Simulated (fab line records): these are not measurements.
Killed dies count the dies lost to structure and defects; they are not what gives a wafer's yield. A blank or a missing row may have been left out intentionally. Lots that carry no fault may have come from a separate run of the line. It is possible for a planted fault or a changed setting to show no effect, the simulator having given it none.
Chamber matching || flow n5 finfet || 4 sister chambers for N5_FIN_SAQP_ETCH_34 on rie diel-01
The step etches SiO2 in C4F6/O2, target depth 45 nm, time 15 s. 4 wafers are shown with their chamber, then 12 later ones without.

== EACH WAFER AND ITS CHAMBER ==
{"wafer": "L089.1", "chamber": 0, "throttle valve pct (%)": 21.47}
{"wafer": "L090.1", "chamber": 3, "throttle valve pct (%)": 20.67}
{"wafer": "L091.5", "chamber": 1, "throttle valve pct (%)": 21.19}
{"wafer": "L091.6", "chamber": 2, "throttle valve pct (%)": 20.80}

== WAFERS WITHOUT THEIR CHAMBER ==
{"wafer": "L092.1", "throttle valve pct (%)": 20.67}
{"wafer": "L092.2", "throttle valve pct (%)": 20.81}
{"wafer": "L092.4", "throttle valve pct (%)": 21.48}
{"wafer": "L094.1", "throttle valve pct (%)": 21.46}
{"wafer": "L094.5", "throttle valve pct (%)": 21.21}
{"wafer": "L094.6", "throttle valve pct (%)": 21.50}
{"wafer": "L095.3", "throttle valve pct (%)": 20.82}
{"wafer": "L095.4", "throttle valve pct (%)": 21.48}
{"wafer": "L095.6", "throttle valve pct (%)": 21.22}
{"wafer": "L097.1", "throttle valve pct (%)": 20.67}
{"wafer": "L097.3", "throttle valve pct (%)": 21.23}
{"wafer": "L097.5", "throttle valve pct (%)": 20.82}

== WHICH CHAMBER EACH WENT THROUGH ==
{"wafer": "L092.1", "from the rows above": 3, "in truth": 3}
{"wafer": "L092.2", "from the rows above": 2, "in truth": 2}
{"wafer": "L092.4", "from the rows above": 0, "in truth": 0}
{"wafer": "L094.1", "from the rows above": 0, "in truth": 0}
{"wafer": "L094.5", "from the rows above": 1, "in truth": 1}
{"wafer": "L094.6", "from the rows above": 0, "in truth": 0}
{"wafer": "L095.3", "from the rows above": 2, "in truth": 2}
{"wafer": "L095.4", "from the rows above": 0, "in truth": 0}
{"wafer": "L095.6", "from the rows above": 1, "in truth": 1}
{"wafer": "L097.1", "from the rows above": 3, "in truth": 3}
{"wafer": "L097.3", "from the rows above": 1, "in truth": 1}
{"wafer": "L097.5", "from the rows above": 2, "in truth": 2}
Correct placement for 12 of the 12. From these rows, 0 cannot be placed. Placed wrongly: 0.
How it was worked out, from the rows above alone: a wafer's distance from a chamber is the root of the sum, over the readings, of the square of ((its reading less the chamber's mean) divided by the reading's scatter). If the next closest chamber is less than 2 further off than the closest, the wafer can't be placed; otherwise it belongs to the closest. For every chamber, the mean is computed from those of its wafers that are shown. The scatter: with one shown wafer a chamber, the root of the mean of the squares of how far each hidden wafer lies from its nearest shown one.
